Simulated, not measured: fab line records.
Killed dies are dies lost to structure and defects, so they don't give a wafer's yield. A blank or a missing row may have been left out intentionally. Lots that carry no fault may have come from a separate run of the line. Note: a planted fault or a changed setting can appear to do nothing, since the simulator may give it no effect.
Which tool did it? | flow n5Finfet | 12 lots with 36 wafers sampled at 4 steps, on a route of 1938 steps

## WHAT EACH GAUGE READ, for each wafer
N5_MIM_TOP_LITHO_OVL_MEAS_11.
lot  | measured     | on         | MIM_TOP_OVL (nm)
L272 | day 14 18:23 | overlay-02 | -4 -6 3
L275 | day 15 15:55 | overlay-02 | 1 4 -6
L278 | day 16 04:49 | overlay-02 | 4 8 10
L279 | day 16 16:34 | overlay-02 | 3 -4 -1
L280 | day 16 09:50 | overlay-02 | 7 9 10
L289 | day 17 13:14 | overlay-01 | -6 -6 -5
L286 | day 18 02:13 | overlay-01 | -4 -5 -4
L287 | day 18 04:14 | overlay-02 | -6 -1 -5
L276 | day 19 20:02 | overlay-02 | 0 4 9
L293 | day 19 19:59 | overlay-01 | -2 -7 -10
L292 | day 20 15:25 | overlay-02 | -2 1 0
L291 | day 20 11:16 | overlay-02 | -1 8 1

N5_PASSIVATION_OVL_MEAS_60.
lot  | measured     | on         | TV_OVL (nm)
L272 | day 14 22:57 | overlay-02 | 3 5 -1
L275 | day 15 20:40 | overlay-01 | 3 1 2
L278 | day 16 09:49 | overlay-01 | 11 5 7
L279 | day 16 20:02 | overlay-02 | -2 -2 0
L280 | day 16 12:57 | overlay-01 | 3 2 5
L289 | day 17 16:21 | overlay-01 | -2 -2 6
L286 | day 18 10:07 | overlay-01 | -3 -2 8
L287 | day 18 10:16 | overlay-01 | 7 2 15
L276 | day 20 02:12 | overlay-02 | 4 0 1
L293 | day 19 22:49 | overlay-01 | 1 3 -1
L292 | day 20 19:36 | overlay-01 | 0 3 4
L291 | day 20 14:26 | overlay-01 | 2 -11 -7

## EACH LOT AND THE TOOL THAT RAN IT (in order: tool; ch and the chambers of the sampled wafers; start)
lot  | N5_BEOL_M4_SPUTTER_94       | N5_MIM_BOT_ETCH_ETCH_04
L272 | pvdSputter-01, day 11 02:41 | rieDiel-04 ch 0,2,3, day 14 19:23
L275 | pvdSputter-03, day 11 17:11 | rieDiel-05 ch 0,1, day 15 16:48
L278 | pvdSputter-03, day 12 03:32 | rieDiel-02 ch 0,1,3, day 16 05:48
L279 | pvdSputter-03, day 12 09:47 | rieDiel-02 ch 0,1,3, day 16 17:47
L280 | pvdSputter-01, day 12 10:39 | rieDiel-04 ch 0,3, day 16 10:43
L289 | pvdSputter-02, day 13 06:33 | rieDiel-05 ch 0,1,2, day 17 14:16
L286 | pvdSputter-02, day 13 22:26 | rieDiel-02 ch 0,3, day 18 03:10
L287 | pvdSputter-02, day 14 05:58 | rieDiel-04 ch 0,3, day 18 05:07
L276 | pvdSputter-02, day 15 09:58 | rieDiel-02 ch 1,3, day 19 21:23
L293 | pvdSputter-01, day 15 21:06 | rieDiel-02 ch 0,2, day 19 21:13
L292 | pvdSputter-01, day 16 02:44 | rieDiel-02 ch 1,2,3, day 20 16:32
L291 | pvdSputter-02, day 16 08:07 | rieDiel-05 ch 1,2,3, day 20 12:36
- N5_BEOL_M4_SPUTTER_94: material Cu, target thk 4.5 nm, time 8.29 s.
- N5_MIM_BOT_ETCH_ETCH_04: etches SiNx in CF4/O2, target depth 26 nm, time 13 s.

## AS READ BY THE TOOLS THEMSELVES (means over the sampled wafers that have a number; for cases with no such wafer, the mark the record gives instead)
N5_BEOL_M4_SPUTTER_94.
lot  | tool          | chamberPressurePa (Pa) | throttleValvePct (%)
L272 | pvdSputter-01 | 0.07012                | 30.0
L275 | pvdSputter-03 | 0.07000                | 29.8
L278 | pvdSputter-03 | 0.07021                | 30.2
L279 | pvdSputter-03 | 0.07002                | 30.4
L280 | pvdSputter-01 | 0.06995                | 29.4
L289 | pvdSputter-02 | 0.07006                | 29.2
L286 | pvdSputter-02 | 0.06993                | 30.2
L287 | pvdSputter-02 | 0.06992                | 29.3
L276 | pvdSputter-02 | 0.07000                | 30.1
L293 | pvdSputter-01 | 0.07007                | 30.0
L292 | pvdSputter-01 | 0.06994                | 29.3
L291 | pvdSputter-02 | 0.07003                | 29.3

N5_MIM_BOT_ETCH_ETCH_04.
lot  | tool       | drypumpMotorCurrentA (A) | oesProductAu (a.u.) | rfVppV (V) | showerheadPlenumPTorr (Torr) | throttleValvePct (%)
L272 | rieDiel-04 | 5.9                      | 0.84                | 240.0      | 2.20                         | 15.84
L275 | rieDiel-05 | 6.2                      | 0.76                | 241.5      | 2.16                         | 15.93
L278 | rieDiel-02 | 5.9                      | 0.79                | 243.1      | 2.21                         | 16.02
L279 | rieDiel-02 | 5.9                      | 0.77                | 242.7      | 2.21                         | 16.03
L280 | rieDiel-04 | 5.8                      | 0.87                | 239.9      | 2.19                         | 15.70
L289 | rieDiel-05 | 6.0                      | 0.80                | 240.6      | 2.16                         | 15.85
L286 | rieDiel-02 | 6.1                      | 0.78                | 241.9      | 2.21                         | 15.97
L287 | rieDiel-04 | 5.8                      | 0.85                | 239.1      | 2.18                         | 15.73
L276 | rieDiel-02 | 5.7                      | 0.90                | 242.6      | 2.19                         | 15.82
L293 | rieDiel-02 | 5.3                      | 0.90                | 242.5      | 2.18                         | 15.98
L292 | rieDiel-02 | 5.5                      | 0.91                | 243.2      | 2.19                         | 15.86
L291 | rieDiel-05 | 5.8                      | 0.84                | 240.5      | 2.18                         | 15.73

## THE ANSWER, worked out from the rows above alone
Rule: usual is defined by the lots themselves. Put in order of their means at a reading, lots are off if they are a third of the lots or fewer, leave a main group of 4 or more, and stand apart from it by a gap of 3 or more times the standard deviation of the main group's means; of several such gaps the widest counts. Not used: any main group whose means are identical at the precision the tables above print for the reading. A lot without any number at a reading at which 4 lots or more have one is off too. Where the step has rows for the other lots, those lots are counted as sound. First the gauges in route order, then the tools' own readings, where a lot's mean is used as printed above. At the first step where some lot is off, the reading lying furthest off is the one used; lots without a number count as furthest.
No lot is off on any of the readings shown, so nothing can be concluded from this.

## WHAT THE SIMULATOR PUT IN
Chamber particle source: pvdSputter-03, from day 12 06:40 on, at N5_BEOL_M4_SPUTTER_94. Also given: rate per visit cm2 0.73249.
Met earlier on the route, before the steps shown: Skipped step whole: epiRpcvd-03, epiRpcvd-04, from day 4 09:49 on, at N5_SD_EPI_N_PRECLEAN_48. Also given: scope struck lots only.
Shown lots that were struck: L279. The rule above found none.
